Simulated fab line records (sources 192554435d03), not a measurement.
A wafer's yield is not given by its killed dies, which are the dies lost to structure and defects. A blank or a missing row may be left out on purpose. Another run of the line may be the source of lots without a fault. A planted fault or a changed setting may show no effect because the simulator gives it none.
Chamber matching || flow n5-finfet || N5_BEOL_M9_CURE_71 on uv-cure-02 has 3 sister chambers
The step cures SiCOH lowk, time 240 s. 6 wafers are shown with their chamber, then 9 later ones without.

## EACH WAFER AND ITS CHAMBER
{"wafer": "L083.3", "chamber": 2, "wafer_temp_C_max": 387.5, "lamp-power-pct (%)": 52.35}
{"wafer": "L083.5", "chamber": 2, "wafer_temp_C_max": 387.1, "lamp-power-pct (%)": 52.35}
{"wafer": "L088.4", "chamber": 1, "wafer_temp_C_max": 386.5, "lamp-power-pct (%)": 52.28}
{"wafer": "L088.6", "chamber": 1, "wafer_temp_C_max": 386.0, "lamp-power-pct (%)": 52.31}
{"wafer": "L090.4", "chamber": 0, "wafer_temp_C_max": 386.4, "lamp-power-pct (%)": 52.26}
{"wafer": "L090.6", "chamber": 0, "wafer_temp_C_max": 387.1, "lamp-power-pct (%)": 52.42}

## WAFERS MISSING THEIR CHAMBER
{"wafer": "L092.2", "wafer_temp_C_max": 386.9, "lamp-power-pct (%)": 52.30}
{"wafer": "L092.4", "wafer_temp_C_max": 387.1, "lamp-power-pct (%)": 52.26}
{"wafer": "L092.6", "wafer_temp_C_max": 386.3, "lamp-power-pct (%)": 52.28}
{"wafer": "L096.1", "wafer_temp_C_max": 386.4, "lamp-power-pct (%)": 52.30}
{"wafer": "L096.2", "wafer_temp_C_max": 386.5, "lamp-power-pct (%)": 52.27}
{"wafer": "L096.3", "wafer_temp_C_max": 386.2, "lamp-power-pct (%)": 52.38}
{"wafer": "L097.2", "wafer_temp_C_max": 387.0, "lamp-power-pct (%)": 52.31}
{"wafer": "L097.4", "wafer_temp_C_max": 386.6, "lamp-power-pct (%)": 52.25}
{"wafer": "L097.6", "wafer_temp_C_max": 386.9, "lamp-power-pct (%)": 52.37}

## WHICH CHAMBER EACH WENT THROUGH
{"wafer": "L092.2", "from the rows above": "can't be placed: 0 or 2 or 1", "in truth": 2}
{"wafer": "L092.4", "from the rows above": "can't be placed: 2 or 0 or 1", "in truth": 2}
{"wafer": "L092.6", "from the rows above": "can't be placed: 1 or 0", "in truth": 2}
{"wafer": "L096.1", "from the rows above": "can't be placed: 1 or 0", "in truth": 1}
{"wafer": "L096.2", "from the rows above": "can't be placed: 1 or 0 or 2", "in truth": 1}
{"wafer": "L096.3", "from the rows above": "can't be placed: 1 or 0 or 2", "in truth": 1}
{"wafer": "L097.2", "from the rows above": "can't be placed: 0 or 2 or 1", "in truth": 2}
{"wafer": "L097.4", "from the rows above": "can't be placed: 1 or 0 or 2", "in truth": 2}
{"wafer": "L097.6", "from the rows above": "can't be placed: 0 or 2 or 1", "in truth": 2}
Placed correctly: 0 of 9. Cannot be placed on the basis of these rows: 9; the candidates contain the true chamber in 8. Wrongly placed: 0.
How it was worked out, from the rows above alone: a wafer's distance from a chamber is the root of the sum, over the readings, of the square of ((its reading less the chamber's mean) divided by the reading's scatter). If the next closest chamber is less than 2 further off than the closest, the wafer can't be placed; otherwise it belongs to the closest. Each chamber's mean is taken over the wafers shown for it. The scatter: the root of (the sum of the squares of (reading less its chamber's mean) over the shown wafers, divided by (wafers less chambers)).
